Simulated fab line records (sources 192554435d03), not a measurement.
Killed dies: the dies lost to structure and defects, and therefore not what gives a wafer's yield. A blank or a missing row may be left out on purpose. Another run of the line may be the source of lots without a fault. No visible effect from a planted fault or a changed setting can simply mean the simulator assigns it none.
Which tool was responsible? | flow n5Finfet | 10 lots with 30 wafers sampled at 2 steps, on a route of 1938 steps

## WHAT EACH GAUGE READ, for each wafer
N5_BEOL_M15_INSPECT_12: inspects for defects (macro). Usual: rawDefectCount reads 2.0 (standard deviation 1.3).
lot  | measured     | on               | rawDefectCount | flag
L563 | day 11 20:11 | defectInspect-01 | 1 4 6          | 
L566 | day 12 04:07 | defectInspect-01 | 4 3 3          | 
L567 | day 12 16:19 | defectInspect-01 | 1 1 4          | 
L568 | day 13 03:45 | defectInspect-02 | 3 6 1          | 
L570 | day 13 09:33 | defectInspect-01 | 4 1 1          | 
L573 | day 14 08:59 | defectInspect-02 | 1 2 4          | 
L572 | day 14 15:11 | defectInspect-02 | 1 1 3          | 
L582 | day 17 07:34 | defectInspect-01 | 1 2 2          | 
L583 | day 17 15:26 | defectInspect-01 | 1 0 3          | 
L584 | day 18 06:52 | defectInspect-02 | 2 0 1          | 

## WHAT TOOL EACH LOT RAN ON (gives the tool, then ch and the chambers of the sampled wafers, and finally the start)
lot  | N5_BEOL_M14_TRENCH_ETCH_34
L563 | rieDiel-05 ch 0,2, day 11 11:41
L566 | rieDiel-04 ch 0,2,3, day 12 01:20
L567 | rieDiel-04 ch 0,1,2, day 12 10:57
L568 | rieDiel-04 ch 0,3, day 12 23:21
L570 | rieDiel-04 ch 0,2, day 13 05:26
L573 | rieDiel-04 ch 0,1,3, day 14 05:13
L572 | rieDiel-06 ch 1,2, day 14 10:20
L582 | rieDiel-06 ch 0,3, day 17 03:25
L583 | rieDiel-05 ch 0,2,3, day 17 11:26
L584 | rieDiel-05 ch 0,1,3, day 18 02:06
- N5_BEOL_M14_TRENCH_ETCH_34: etches SiO2 in C4F8/O2/Ar, target depth 556.65 nm, time 126.9 s.

## WHAT THE TOOLS THEMSELVES READ (means of the sampled wafers that have a number; where no wafer has one, the mark that the record gives instead)
N5_BEOL_M14_TRENCH_ETCH_34. Usual: drypumpMotorCurrentA 5.8 A, standard deviation 0.46; oesProductAu 0.81 a.u., standard deviation 0.093; rfFwdPowerW 1898 W, standard deviation 5.7; rfVppV 2200 V, standard deviation 42; showerheadPlenumPTorr 3.43 Torr, standard deviation 0.15; throttleValvePct 30.72 %, standard deviation 0.28.
lot  | tool       | drypumpMotorCurrentA (A) | oesProductAu (a.u.) | rfFwdPowerW (W) | rfVppV (V) | showerheadPlenumPTorr (Torr) | throttleValvePct (%) | flag
L563 | rieDiel-05 | 5.5                      | 0.84                | 1894            | 2264       | 3.63                         | 30.82                | 
L566 | rieDiel-04 | 5.6                      | 0.82                | 1896            | 2198       | 3.52                         | 30.76                | 
L567 | rieDiel-04 | 5.6                      | 0.76                | 1899            | 2194       | 3.48                         | 30.63                | 
L568 | rieDiel-04 | 5.5                      | 0.89                | 1895            | 2212       | 3.58                         | 30.70                | 
L570 | rieDiel-04 | 5.7                      | 0.84                | 1901            | 2206       | 3.62                         | 30.84                | 
L573 | rieDiel-04 | 5.4                      | 0.79                | 1899            | 2200       | 3.43                         | 30.50                | 
L572 | rieDiel-06 | 5.7                      | 0.75                | 1900            | 2261       | 3.25                         | 30.59                | 
L582 | rieDiel-06 | 6.6                      | 0.83                | 1898            | 2169       | 3.34                         | 30.87                | 
L583 | rieDiel-05 | 5.5                      | 0.86                | 1894            | 2214       | 3.52                         | 30.95                | 
L584 | rieDiel-05 | 5.8                      | 0.82                | 1897            | 2211       | 3.45                         | 31.02                | 

## THE ANSWER, worked out from the rows above alone
Rule: take the mean of a lot's wafers that have a number; if it is more than 3 standard deviations from the usual mean, the lot is off. A lot without any number at a reading at which 4 lots or more have one is off too. The other lots that the step has rows for count as sound. After the gauges, taken in route order, come the tools' own readings; for these a lot's mean is taken, as printed above. The first step at which some lot is off is used, and at that step the reading that is off furthest; a lot without a number counts as furthest.
No lot is off at any reading shown: from this, nothing can be told.

## WHAT HAD BEEN PUT IN BY THE SIMULATOR
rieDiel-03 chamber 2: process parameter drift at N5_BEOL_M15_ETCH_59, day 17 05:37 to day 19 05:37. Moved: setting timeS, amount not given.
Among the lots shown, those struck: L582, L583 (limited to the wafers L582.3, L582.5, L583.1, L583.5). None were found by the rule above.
